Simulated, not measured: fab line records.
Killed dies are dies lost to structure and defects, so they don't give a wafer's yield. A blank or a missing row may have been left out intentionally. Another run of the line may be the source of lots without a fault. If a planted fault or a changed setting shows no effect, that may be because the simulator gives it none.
fab line records | flow nand_harc
[record] lots = 13 | wafers = 38 | last_day = 33
route steps=1302 shown A_M0@1160 A_BONDPAD@1228 HYBRID_BOND@1242 THIN_TSV@1263 END@1302
lots that met no fault: taken from a fault-free run of the same line
start_h: start of the lot's first displayed wafer, in hours after the record's first day | wait_h: how many hours have passed since the lot's step before this one | " unchanged from the row above | L1.1+2: a row that stands for several wafers | - value missing, or start not given | * or withheld: withheld | < > ~ a bound
route shown NAME@n: names a module that has steps shown in the file, with the first one's number in the route | usual: the fault-free wafers' mean and standard deviation | same: alike in all rows | chamber/n: place in a boat | sites: the reading at each site | _std_site: how widely they spread, as a standard deviation | _edge_site: the outer-site mean with the inner-site mean subtracted | radius_mm: for every site, how far away it sits from the centre of the wafer | mask NAME#n: copy n | behind: the most recent tool/chamber to have shaped the wafer | hold: why the lot was held/for how many hours/how that ended | device: transistor that didn't switch, given as n, p or np | end of line: tests run on the same wafers once the route is complete | for a step that has no rows: nothing shown but its recipe | killed: at the first sort, the dies lost to defects and structure; wafer yield is something else | map: a wafer's dies, x killed, . not, _ none there
set.NAME: the setting as run; set.NAME@STEP: as run at that earlier step | model.NAME: the simulator's own value behind a step, which no gauge read
route steps across a sampled set of lots; one table per step, one row per wafer
services: a tool's chamber out of use, with start hour (start_h, from the record's first day; less than 0 if before it), hours out, and reason
[[steps]]
[step NHARC_A_M0_ECD_22]
[recipe] target_thk_a = 4000 | bath_temp_c = 25 | material = Cu
lot.wafer  | tool      | chamber | start_h | wait_h
L523.1+4+3 | ecd_cu-01 | 0,0,1   | 529.80  | -
L524.3+4+6 | ecd_cu-01 | 0,1,1   | 540.75  | -
L526.1+2+5 | ecd_cu-02 | 1,0,0   | 547.57  | -
L527.2+3+6 | ecd_cu-02 | 1,0,1   | 572.45  | -
L529.1+3+6 | ecd_cu-02 | 0,0,1   | 578.42  | -
L530.1+3+5 | ecd_cu-01 | 0,1,0   | 579.30  | -
L532.2+4+5 | ecd_cu-01 | 0       | 626.17  | -
L533.1+4+3 | ecd_cu-01 | 1,0,1   | 633.43  | -
L531.1+4+5 | ecd_cu-02 | 0       | 635.28  | -
L534.2+3+4 | ecd_cu-02 | 1,1,0   | 636.75  | -
L537.3+5   | ecd_cu-01 | 0,1     | 651.53  | -
L535.1+4+5 | ecd_cu-01 | 0,0,1   | 653.03  | -
L546.1+6+5 | ecd_cu-02 | 0,1,0   | 750.54  | -
[step NHARC_A_BONDPAD_PVD_27]
[recipe] target_thk_a = 300 | chamber_pressure_pa = 5 | power_w = 5000 | substrate_temp_c = 30 | time_s = 20.49 | material = Cu
[usual] throttle_valve_pct = 30.0/0.76
lot.wafer | tool           | chamber | start_h | wait_h | throttle_valve_pct
L523.4    | pvd_sputter-02 | -       | -       | -      | 28.5
L523.1    | "              | -       | "       | "      | 30.3
L523.3    | "              | -       | "       | "      | 30.0
L524.3    | pvd_sputter-02 | -       | -       | -      | 28.5
L524.4    | "              | -       | "       | "      | 30.1
L524.6    | "              | -       | "       | "      | 30.4
L526.2    | pvd_sputter-03 | -       | -       | -      | 29.6
L526.1    | "              | -       | "       | "      | 29.8
L526.5    | "              | -       | "       | "      | 29.8
L527.3    | pvd_sputter-03 | -       | -       | -      | 29.6
L527.2    | "              | -       | "       | "      | 29.5
L527.6    | "              | -       | "       | "      | 29.7
L529.1    | pvd_sputter-03 | -       | -       | -      | 30.5
L529.3    | "              | -       | "       | "      | 30.0
L529.6    | "              | -       | "       | "      | 29.9
L530.3    | pvd_sputter-03 | -       | -       | -      | 29.5
L530.1    | "              | -       | "       | "      | 29.9
L530.5    | "              | -       | "       | "      | 29.9
L532.4    | pvd_sputter-01 | -       | -       | -      | 30.6
L532.2    | "              | -       | "       | "      | 29.9
L532.5    | "              | -       | "       | "      | 29.7
L533.3    | pvd_sputter-01 | -       | -       | -      | 29.7
L533.4    | "              | -       | "       | "      | 29.8
L533.1    | "              | -       | "       | "      | 30.6
L531.4    | pvd_sputter-03 | -       | -       | -      | 29.6
L531.1    | "              | -       | "       | "      | 29.8
L531.5    | "              | -       | "       | "      | 29.8
L534.3    | pvd_sputter-01 | -       | -       | -      | 30.7
L534.4    | "              | -       | "       | "      | 29.8
L534.2    | "              | -       | "       | "      | 29.7
L537.3    | pvd_sputter-01 | -       | -       | -      | 29.8
L537.5    | "              | -       | "       | "      | 30.6
L535.4    | pvd_sputter-01 | -       | -       | -      | 30.6
L535.1    | "              | -       | "       | "      | 31.5
L535.5    | "              | -       | "       | "      | 30.6
L546.1    | pvd_sputter-03 | -       | -       | -      | 30.6
L546.6    | "              | -       | "       | "      | 29.6
L546.5    | "              | -       | "       | "      | 28.6
[step NHARC_HYBRID_BOND_OVL_MEAS_05]
[usual] overlay_x_nm = 3/34 | overlay_y_nm = -1/36
lot.wafer | tool       | chamber | start_h | wait_h | overlay_x_nm | overlay_y_nm
L523.1    | overlay-02 | -       | 549.55  | 0.4    | 35           | -36
L523.3    | "          | -       | "       | "      | 5            | 44
L523.4    | "          | -       | "       | "      | 25           | -43
L524.3    | overlay-02 | -       | 557.44  | 0.4    | -16          | -77
L524.4    | "          | -       | "       | "      | -61          | 53
L524.6    | "          | -       | "       | "      | -100         | 8
L526.1    | overlay-02 | -       | 567.20  | 0.4    | -32          | 63
L526.2    | "          | -       | "       | "      | 21           | 14
L526.5    | "          | -       | "       | "      | 13           | 39
L527.2    | overlay-01 | -       | 592.04  | 0.4    | -13          | 36
L527.3    | "          | -       | "       | "      | -7           | 3
L527.6    | "          | -       | "       | "      | 0            | 4
L529.1    | overlay-02 | -       | 600.01  | 0.4    | -13          | -70
L529.3    | "          | -       | "       | "      | -7           | 13
L529.6    | "          | -       | "       | "      | -2           | 48
L530.1    | overlay-01 | -       | 600.01  | 0.4    | -26          | -50
L530.3    | "          | -       | "       | "      | -4           | -39
L530.5    | "          | -       | "       | "      | 11           | 35
L532.2    | overlay-01 | -       | 646.34  | 0.4    | -7           | 80
L532.4    | "          | -       | "       | "      | 11           | 33
L532.5    | "          | -       | "       | "      | -2           | -3
L533.1    | overlay-01 | -       | 655.36  | 0.4    | -38          | -34
L533.3    | "          | -       | "       | "      | -43          | 5
L533.4    | "          | -       | "       | "      | 19           | -48
L531.1    | overlay-02 | -       | 655.36  | 0.4    | 2            | -6
L531.4    | "          | -       | "       | "      | -32          | 6
L531.5    | "          | -       | "       | "      | -11          | 46
L534.2    | overlay-01 | -       | 655.38  | 0.4    | 36           | -32
L534.3    | "          | -       | "       | "      | 1            | 18
L534.4    | "          | -       | "       | "      | -43          | 79
L535.1    | overlay-02 | -       | 671.61  | 0.4    | -1           | -17
L535.4    | "          | -       | "       | "      | -51          | -16
L535.5    | "          | -       | "       | "      | 19           | 8
L537.3    | overlay-01 | -       | 671.62  | 0.4    | -33          | 53
L537.5    | "          | -       | "       | "      | -27          | 51
L546.1    | overlay-01 | -       | 771.93  | 0.4    | 32           | -18
L546.5    | "          | -       | "       | "      | 0            | -4
L546.6    | "          | -       | "       | "      | -30          | 48
[step NHARC_THIN_TSV_ETCH_15]
[recipe] target_depth_a = 30000 | bosch_target_overetch_cycles = 2 | bosch_etch_step_s = 2.8 | bosch_dep_step_s = 1.2 | bosch_cycles = 14
[usual] drypump_motor_current_A = 5.7/0.48
[same] bosch_etch_step_s = 2.8
lot.wafer | tool      | chamber | start_h | wait_h | drypump_motor_current_A | rf_hours_counter_h
L523.4    | rie_si-02 | 1       | 553.11  | -      | 6.2                     | 0.6
L523.3    | "         | 2       | "       | "      | 6.5                     | 0.5
L523.1    | "         | 0       | "       | "      | 5.6                     | 0.5
L524.3    | rie_si-05 | 2       | 562.28  | -      | 5.2                     | 0.5
L524.4    | "         | 3       | "       | "      | 4.9                     | 0.5
L524.6    | "         | 2       | "       | "      | 5.2                     | -
L526.1    | rie_si-02 | 3       | 570.76  | -      | 5.7                     | 0.5
L526.2    | "         | 0       | "       | "      | 5.6                     | 0.7
L526.5    | "         | 3       | "       | "      | 5.7                     | -
L527.3    | rie_si-03 | 3       | 595.61  | -      | 6.2                     | 0.1
L527.2    | "         | 1       | "       | "      | 6.1                     | 0.0
L527.6    | "         | 3       | "       | "      | 6.1                     | -
L529.3    | rie_si-02 | 1       | 603.48  | -      | 6.1                     | 0.9
L529.1    | "         | 0       | "       | "      | 5.6                     | 0.9
L529.6    | "         | 1       | "       | "      | 6.1                     | -
L530.1    | rie_si-05 | 2       | 604.82  | -      | 5.2                     | 0.9
L530.3    | "         | 3       | "       | "      | 4.9                     | 0.8
L530.5    | "         | 1       | "       | "      | 5.4                     | -
L532.4    | rie_si-03 | 2       | 649.78  | -      | 5.3                     | 0.4
L532.2    | "         | 3       | "       | "      | 6.1                     | 0.5
L532.5    | "         | 1       | "       | "      | 6.1                     | -
L533.1    | rie_si-05 | 1       | 658.94  | -      | 5.4                     | 1.0
L533.3    | "         | 2       | "       | "      | 5.2                     | 1.1
L533.4    | "         | 3       | "       | "      | 4.9                     | 1.0
L531.1    | rie_si-02 | 3       | 660.16  | -      | 5.7                     | 0.1
L531.4    | "         | 0       | "       | "      | 5.6                     | 0.1
L531.5    | "         | 2       | "       | "      | 6.6                     | -
L534.4    | rie_si-03 | 3       | 661.46  | -      | 6.1                     | 0.6
L534.3    | "         | 1       | "       | "      | 6.1                     | 0.5
L534.2    | "         | 2       | "       | "      | 5.3                     | 0.6
L537.3    | rie_si-02 | 0       | 675.07  | -      | 5.6                     | 0.2
L537.5    | "         | 0       | "       | "      | 5.6                     | -
L535.4    | rie_si-03 | 0       | 676.21  | -      | 5.7                     | 0.7
L535.1    | "         | 3       | "       | "      | 6.1                     | 0.7
L535.5    | "         | 1       | "       | "      | 6.2                     | -
L546.1    | rie_si-03 | 3       | 776.75  | -      | 6.1                     | 0.1
L546.6    | "         | 0       | "       | "      | 5.7                     | -
L546.5    | "         | 1       | "       | "      | 6.2                     | -
[step NHARC_END_SORT_01]
[recipe] temp_c = 25
[usual] defect_limited_yield = 92.0/2.6 | killed_at_array = 50/17 | killed_at_other = 0.7/1 | killed_at_periphery = 3.4/2.4 | killed_dies = 54/17 | killed_open = 3.3/1.7 | killed_short = 2.5/1.6 | sort_bin_2_pct = 2.8/1.1 | sort_bin_3_pct = 0.5/0.33 | sort_bin_4_pct = 4.6/1.5 | sort_n_pass = 623/17 | sort_rim_yield_pct = 92/3.8 | sort_yield_pct = 92.0/2.6
[same] gross_dies = 677 | sort_bin_5_pct[%] = 0 | sort_bin_6_pct[%] = 0 | sort_bin_7_pct[%] = 0 | sort_bin_8_pct[%] = 0 | sort_rim_n_gross = 106.00
lot.wafer | tool      | chamber | start_h | wait_h | defect_limited_yield[%] | killed_at_array | killed_at_other | killed_at_periphery | killed_dies | killed_open | killed_short | sort_bin_2_pct[%] | sort_bin_3_pct[%] | sort_bin_4_pct[%] | sort_n_pass | sort_rim_yield_pct[%] | sort_yield_pct[%]
L524.3    | prober-02 | 0       | 577.07  | 3.1    | 89.7                    | 66              | 0               | 4                   | 70          | 4           | 4            | 3.1               | 1.2               | 6.1               | 607         | 92                    | 89.7
L524.4    | prober-02 | 0       | 577.87  | 3.4    | 93.8                    | 37              | 0               | 5                   | 42          | 4           | 2            | 2.5               | 0.7               | 3.0               | 635         | 90                    | 93.8
L524.6    | prober-02 | 0       | 579.48  | 4.0    | 91.7                    | 56              | 0               | 0                   | 56          | 1           | 6            | 3.4               | 0.7               | 4.1               | 621         | 99                    | 91.7
L530.1    | prober-01 | 0       | 620.02  | 2.5    | 94.8                    | 32              | 1               | 2                   | 35          | 5           | 3            | 0.7               | 0.1               | 4.3               | 642         | 96                    | 94.8
L530.3    | prober-01 | 0       | 621.59  | 3.1    | 92.9                    | 39              | 1               | 8                   | 48          | 3           | 5            | 1.5               | 0.7               | 4.9               | 629         | 92                    | 92.9
L530.5    | prober-01 | 0       | 623.17  | 3.6    | 94.5                    | 30              | 0               | 7                   | 37          | 4           | 4            | 2.2               | 0.6               | 2.7               | 640         | 92                    | 94.5
L532.2    | prober-02 | 0       | 664.87  | 2.8    | 92.6                    | 45              | 0               | 5                   | 50          | 4           | 3            | 2.5               | 0.7               | 4.1               | 627         | 89                    | 92.6
L532.4    | prober-02 | 0       | 666.47  | 3.4    | 91.0                    | 60              | 0               | 1                   | 61          | 1           | 2            | 3.8               | 0.4               | 4.7               | 616         | 98                    | 91.0
L532.5    | prober-02 | 0       | 667.28  | 3.7    | 90.8                    | 61              | 0               | 1                   | 62          | 2           | 2            | 3.4               | 0.6               | 5.2               | 615         | 93                    | 90.8
L533.1    | prober-01 | 0       | 673.38  | 2.5    | 93.2                    | 45              | 0               | 1                   | 46          | 3           | 1            | 1.9               | 0.4               | 4.4               | 631         | 94                    | 93.2
L533.3    | prober-01 | 0       | 674.98  | 3.1    | 94.4                    | 38              | 0               | 0                   | 38          | 2           | 2            | 1.6               | 0.3               | 3.7               | 639         | 96                    | 94.4
L533.4    | prober-01 | 0       | 675.78  | 3.4    | 94.5                    | 37              | 0               | 0                   | 37          | 2           | 1            | 1.3               | 0.4               | 3.7               | 640         | 96                    | 94.5
L534.4    | prober-02 | 0       | 675.72  | 3.3    | 88.3                    | 74              | 0               | 5                   | 79          | 2           | 2            | 5.3               | 0.7               | 5.6               | 598         | 92                    | 88.3
L531.1    | prober-02 | 0       | 681.06  | 2.5    | 92.3                    | 47              | 3               | 2                   | 52          | 3           | 1            | 2.4               | 0.6               | 4.7               | 625         | 90                    | 92.3
L531.4    | prober-02 | 0       | 683.47  | 3.4    | 93.5                    | 39              | 2               | 3                   | 44          | 2           | 1            | 3.0               | 0.3               | 3.2               | 633         | 91                    | 93.5
L531.5    | prober-02 | 0       | 684.27  | 3.7    | 92.6                    | 46              | 3               | 1                   | 50          | 3           | 2            | 2.1               | 1.5               | 3.8               | 627         | 92                    | 92.6
L535.1    | prober-02 | 0       | 689.23  | 2.5    | 90.1                    | 65              | 0               | 2                   | 67          | 5           | 1            | 3.4               | 0.4               | 6.1               | 610         | 90                    | 90.1
L535.4    | prober-02 | 0       | 691.61  | 3.4    | 90.3                    | 60              | 0               | 6                   | 66          | 3           | 5            | 2.5               | 0.9               | 6.4               | 611         | 86                    | 90.3
L535.5    | prober-02 | 0       | 692.41  | 3.7    | 40.9                    | 392             | 0               | 8                   | 400         | 3           | 2            | 25.1              | 4.1               | 29.8              | 277         | 45                    | 40.9
L537.3    | prober-01 | 0       | 690.81  | 3.1    | 92.3                    | 50              | 1               | 1                   | 52          | 3           | 3            | 2.8               | 0.3               | 4.6               | 625         | 94                    | 92.3
L537.5    | prober-01 | 0       | 692.39  | 3.6    | 39.9                    | 406             | 0               | 1                   | 407         | 1           | 1            | 20.4              | 4.7               | 35.0              | 270         | 37                    | 39.9
// killed by level:class
L524.3 A_CHANNEL_HOLE_D1:chamber_film_flake=30 A_CHANNEL_HOLE_D2:chamber_film_flake=20 A_CONTACT:chamber_film_flake=4 A_STAIRCASE:chamber_film_flake=3 P_GATE:chamber_film_flake=2 P_CONTACT:geometric_particle:short=1 A_CHANNEL_FILL_D1:geometric_particle:open=1 A_DECK1_JOINT:geometric_particle:short=1
L524.4 A_CHANNEL_HOLE_D2:chamber_film_flake=14 A_CHANNEL_HOLE_D1:chamber_film_flake=8 A_STAIRCASE:chamber_film_flake=6 A_ONON_D1:geometric_particle:open=3 P_GATE:chamber_film_flake=3 A_CONTACT:chamber_film_flake=3 P_M0:geometric_particle:short=1 A_WL_FILL:geometric_particle:short=1
L524.6 A_CHANNEL_HOLE_D2:chamber_film_flake=32 A_CHANNEL_HOLE_D1:chamber_film_flake=16 A_WL_FILL:geometric_particle:short=2 A_CHANNEL_HOLE_D1:geometric_particle:short=1 A_DECK1_JOINT:geometric_particle:short=1 A_DECK1_JOINT:geometric_particle:open=1 A_CHANNEL_HOLE_D2:geometric_particle:short=1 A_SGD_CUT:geometric_particle:short=1
L530.1 A_CHANNEL_HOLE_D2:chamber_film_flake=16 A_CHANNEL_HOLE_D1:chamber_film_flake=4 A_SLIT:chamber_film_flake=2 P_CONTACT:geometric_particle:open=1 A_ONON_D1:geometric_particle:short=1 A_CHANNEL_FILL_D1:geometric_particle:short=1 A_CHANNEL_HOLE_D2:geometric_particle:open=1 A_CHANNEL_HOLE_D2:geometric_particle:short=1
L530.3 A_CHANNEL_HOLE_D2:chamber_film_flake=19 A_SLIT:chamber_film_flake=5 P_GATE:chamber_film_flake=4 A_CONTACT:chamber_film_flake=4 A_DECK1_JOINT:geometric_particle:short=2 A_WL_FILL:geometric_particle:short=2 P_M0:chamber_film_flake=2 P_M0:geometric_particle:open=1
L530.5 A_CHANNEL_HOLE_D2:chamber_film_flake=5 A_CONTACT:chamber_film_flake=5 A_CHANNEL_HOLE_D1:chamber_film_flake=4 A_SLIT:chamber_film_flake=4 P_GATE:chamber_film_flake=3 A_WL_FILL:geometric_particle:short=2 A_DECK1_JOINT:chamber_film_flake=2 A_WL_FILL:chamber_film_flake=2
L532.2 A_CHANNEL_HOLE_D1:chamber_film_flake=17 A_CHANNEL_HOLE_D2:chamber_film_flake=15 A_STAIRCASE:chamber_film_flake=4 A_CHANNEL_FILL_D1:chamber_film_flake=3 P_M2:geometric_particle:open=2 A_WL_FILL:geometric_particle:short=2 P_M1:geometric_particle:open=1 P_BONDPAD:geometric_particle:open=1
L532.4 A_CHANNEL_HOLE_D1:chamber_film_flake=36 A_CHANNEL_HOLE_D2:chamber_film_flake=9 A_STAIRCASE:chamber_film_flake=6 A_ONON_D2:geometric_particle:short=2 A_DECK1_JOINT:geometric_particle:open=1 P_GATE:chamber_film_flake=1 A_BONDPAD:chamber_film_flake=1 A_DECK1_JOINT:chamber_film_flake=1
L532.5 A_CHANNEL_HOLE_D1:chamber_film_flake=37 A_CHANNEL_HOLE_D2:chamber_film_flake=9 A_SLIT:chamber_film_flake=4 A_CONTACT:chamber_film_flake=3 A_BONDPAD:chamber_film_flake=2 A_CHANNEL_HOLE_D1:geometric_particle:short=1 A_ONON_D2:geometric_particle:open=1 A_WL_FILL:geometric_particle:short=1
L533.1 A_CHANNEL_HOLE_D2:chamber_film_flake=14 A_CHANNEL_HOLE_D1:chamber_film_flake=11 A_CONTACT:chamber_film_flake=7 A_ZERO_WELL:chamber_film_flake=2 A_CHANNEL_FILL_D1:chamber_film_flake=2 A_STAIRCASE:chamber_film_flake=2 A_SLIT:chamber_film_flake=2 A_ONON_D1:geometric_particle:open=1
L533.3 A_CHANNEL_HOLE_D2:chamber_film_flake=16 A_SLIT:chamber_film_flake=6 A_CONTACT:chamber_film_flake=5 A_CHANNEL_HOLE_D1:chamber_film_flake=2 A_CHANNEL_FILL_D2:chamber_film_flake=2 A_ONON_D1:geometric_particle:open=1 A_CHANNEL_FILL_D1:geometric_particle:short=1 A_WL_FILL:geometric_particle:open=1
L534.4 A_CHANNEL_HOLE_D1:chamber_film_flake=34 A_SLIT:chamber_film_flake=28 A_STAIRCASE:chamber_film_flake=4 P_ZERO_WELL:chamber_film_flake=3 A_DECK1_JOINT:chamber_film_flake=2 P_M0:geometric_particle:open=1 A_ONON_D1:geometric_particle:short=1 A_ONON_D2:geometric_particle:open=1
L533.4 A_CHANNEL_HOLE_D2:chamber_film_flake=14 A_CHANNEL_HOLE_D1:chamber_film_flake=7 A_CONTACT:chamber_film_flake=5 A_M1:chamber_film_flake=3 A_STAIRCASE:chamber_film_flake=2 A_DECK1_JOINT:geometric_particle:short=1 A_WL_FILL:geometric_particle:open=1 A_BLC:geometric_particle:open=1
L531.1 A_SLIT:chamber_film_flake=26 A_CHANNEL_HOLE_D1:chamber_film_flake=5 A_CONTACT:chamber_film_flake=5 A_CHANNEL_HOLE_D2:chamber_film_flake=3 A_CHANNEL_FILL_D1:chamber_film_flake=2 HYBRID_BOND:chamber_film_flake=2 P_M0:geometric_particle:open=1 A_ONON_D1:geometric_particle:short=1
L531.4 A_SLIT:chamber_film_flake=21 A_CONTACT:chamber_film_flake=6 A_CHANNEL_HOLE_D1:chamber_film_flake=4 A_CHANNEL_HOLE_D2:chamber_film_flake=2 A_CHANNEL_FILL_D2:chamber_film_flake=2 A_WL_FILL:chamber_film_flake=2 HYBRID_BOND:chamber_film_flake=2 P_STI:geometric_particle:open=1
L531.5 A_SLIT:chamber_film_flake=29 A_CHANNEL_HOLE_D2:chamber_film_flake=4 A_CONTACT:chamber_film_flake=4 A_WL_FILL:geometric_particle:open=2 A_CHANNEL_HOLE_D1:chamber_film_flake=2 A_STAIRCASE:chamber_film_flake=2 THIN_TSV:chamber_film_flake=2 P_CONTACT:geometric_particle:open=1
L535.1 A_SLIT:chamber_film_flake=31 A_CHANNEL_HOLE_D1:chamber_film_flake=18 A_CONTACT:chamber_film_flake=3 P_CONTACT:geometric_particle:open=2 A_ZERO_WELL:chamber_film_flake=2 A_DECK1_JOINT:chamber_film_flake=2 A_WL_FILL:chamber_film_flake=2 A_CHANNEL_FILL_D1:geometric_particle:short=1
L537.3 A_CHANNEL_HOLE_D2:chamber_film_flake=16 A_CHANNEL_HOLE_D1:chamber_film_flake=8 A_CONTACT:chamber_film_flake=6 A_BLC:chamber_film_flake=5 A_STAIRCASE:chamber_film_flake=3 A_ZERO_WELL:chamber_film_flake=2 A_DECK1_JOINT:chamber_film_flake=2 P_M0:geometric_particle:open=1
L535.4 A_SLIT:chamber_film_flake=27 A_CHANNEL_HOLE_D1:chamber_film_flake=15 A_CONTACT:chamber_film_flake=7 A_DECK1_JOINT:chamber_film_flake=3 P_ZERO_WELL:chamber_film_flake=2 P_M0:geometric_particle:short=1 P_M2:geometric_particle:open=1 A_SOURCE_PLATE:geometric_particle:open=1
L537.5 A_M0:unspecified=377 A_CHANNEL_HOLE_D2:chamber_film_flake=10 A_CHANNEL_HOLE_D1:chamber_film_flake=9 A_CONTACT:chamber_film_flake=4 A_CHANNEL_FILL_D2:geometric_particle:short=1 A_CONTACT:geometric_particle:open=1 P_GATE:chamber_film_flake=1 A_DECK1_JOINT:chamber_film_flake=1
L535.5 A_M0:unspecified=352 A_SLIT:chamber_film_flake=17 A_CHANNEL_HOLE_D1:chamber_film_flake=15 P_ZERO_WELL:chamber_film_flake=2 P_STI:chamber_film_flake=2 P_BONDPAD:chamber_film_flake=2 A_STAIRCASE:chamber_film_flake=2 P_M0:geometric_particle:open=1
[[services]]
tool           | chamber | start_h | hours | kind
ecd_cu-01      | -       | 512.30  | 8.0   | pm
pvd_sputter-02 | -       | 515.26  | 1.6   | repair
pvd_sputter-02 | -       | 520.69  | 15.5  | repair
pvd_sputter-03 | -       | 526.02  | 10.0  | pm
rie_si-02      | 0       | 530.56  | 2.7   | repair
rie_si-03      | -       | 566.16  | 0.2   | repair
rie_si-03      | -       | 575.00  | 9.0   | pm
pvd_sputter-01 | -       | 586.00  | 10.0  | pm
ecd_cu-02      | -       | 596.50  | 8.0   | pm
rie_si-02      | 2       | 609.32  | 6.7   | repair
rie_si-02      | -       | 631.00  | 9.0   | pm
pvd_sputter-02 | -       | 638.00  | 10.0  | pm
ecd_cu-01      | -       | 653.74  | 1.3   | repair
rie_si-05      | -       | 659.02  | 9.0   | pm
pvd_sputter-01 | -       | 671.57  | 7.4   | repair
pvd_sputter-02 | -       | 682.77  | 3.9   | repair
ecd_cu-01      | -       | 688.30  | 8.0   | pm
pvd_sputter-03 | -       | 704.02  | 10.0  | pm
ecd_cu-02      | -       | 708.46  | 2.4   | repair
rie_si-05      | -       | 732.39  | 0.4   | repair
rie_si-03      | -       | 752.00  | 9.0   | pm
pvd_sputter-01 | -       | 764.00  | 10.0  | pm
ecd_cu-02      | -       | 772.50  | 8.0   | pm
ecd_cu-01      | -       | 774.47  | 2.4   | repair
[[key]]
[first_sign] step = NHARC_END_SORT_01 | reading = killed_at_array | direction = up | sigmas = 21 | usual = 50 | struck = 399
[effect] step = NHARC_END_SORT_01 | reading = defect_limited_yield | direction = down | sigmas = 20 | usual = 92.0 | struck = 40.4
[more_kills_born_at] NHARC_A_M0_ECD_22@ecd_cu-01 = 729
met_at NHARC_A_M0_ECD_22
struck_lots L535,L537
struck_wafers L535.5,L537.5
not_acting_at NHARC_A_BONDPAD_PVD_27,NHARC_HYBRID_BOND_OVL_MEAS_05,NHARC_THIN_TSV_ETCH_15
onset_between 633.43 651.53
[fault] kind = chamber_particle_source | tool = ecd_cu-01 | chamber = 1 | onset_h = 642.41 | steps = NHARC_A_M0_ECD_22 | rate_per_visit_cm2 = 0.91238
